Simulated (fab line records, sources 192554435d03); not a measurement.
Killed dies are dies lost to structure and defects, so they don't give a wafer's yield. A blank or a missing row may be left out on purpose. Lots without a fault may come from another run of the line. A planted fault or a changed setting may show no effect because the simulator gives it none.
Chamber matching | flow n5_finfet | N5_FIN_CUT_CUT_ETCH_15 on rie_si-04: 4 sister chambers
The step etches Si in HBr/Cl2/O2, target depth 100 nm, bt time 10 s, time 42.4 s. 14 wafers are shown with their chamber, then 7 later ones without.

WAFERS WITH THEIR CHAMBER
wafer  | chamber | drypump_motor_current_A (A) | oes_product_au (a.u.) | O2_flow_sccm (sccm)
L074.1 | 3       | 5.9                         | 1.003                 | 11.95
L074.3 | 0       | 5.2                         | 0.993                 | 11.99
L074.5 | 1       | 5.1                         | 0.991                 | 12.01
L075.1 | 2       | 6.1                         | 1.017                 | 12.04
L075.4 | 3       | 5.9                         | 1.013                 | 11.95
L075.6 | 2       | 6.1                         | 1.019                 | 12.04
L083.1 | 3       | 5.9                         | 1.013                 | 12.02
L083.2 | 1       | 5.1                         | 0.990                 | 12.02
L083.3 | 2       | 6.1                         | 1.016                 | 12.02
L086.1 | 0       | 5.3                         | 0.983                 | 11.99
L086.4 | 3       | 5.9                         | 1.011                 | 11.99
L086.5 | 2       | 6.1                         | 1.014                 | 12.01
L088.3 | 3       | 5.9                         | 1.017                 | 12.04
L088.5 | 1       | 5.1                         | 0.995                 | 11.95

SIGNATURES (means of the wafers above)
reading                 | chamber 0 | chamber 1 | chamber 2 | chamber 3 | scatter within a chamber
drypump_motor_current_A | 5.250     | 5.100     | 6.100     | 5.900     | 0.0224
oes_product_au          | 0.98800   | 0.99200   | 1.01650   | 1.01140   | 0.00429
O2_flow_sccm            | 11.9900   | 11.9933   | 12.0275   | 11.9900   | 0.0318
Rule: a wafer's distance from a chamber is the root of the sum, over the readings, of the square of ((its reading less the chamber's mean) divided by the reading's scatter). The wafer belongs to the nearest chamber; if the next one is less than 2 further off, it can't be placed. The scatter: the root of (the sum of the squares of (reading less its chamber's mean) over the shown wafers, divided by (wafers less chambers)).

WAFERS WITHOUT THEIR CHAMBER
wafer  | drypump_motor_current_A (A) | oes_product_au (a.u.) | O2_flow_sccm (sccm)
L088.6 | 6.2                         | 1.018                 | 12.03
L091.1 | 5.2                         | 0.993                 | 11.89
L091.4 | 6.1                         | 1.025                 | 12.01
L091.6 | 6.1                         | 1.019                 | 11.96
L092.2 | 5.9                         | 1.007                 | 12.00
L092.3 | 6.1                         | 1.026                 | 11.98
L092.6 | 5.2                         | 0.991                 | 11.93

WHICH CHAMBER EACH WENT THROUGH
wafer  | from the rows above     | in truth
L088.6 | 2                       | 2
L091.1 | can't be placed: 0 or 1 | 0
L091.4 | 2                       | 2
L091.6 | 2                       | 2
L092.2 | 3                       | 3
L092.3 | 2                       | 2
L092.6 | can't be placed: 0 or 1 | 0
Placed correctly: 5 of 7. Can't be placed from these rows: 2 (the true chamber is among the candidates in 2). Placed wrongly: 0.
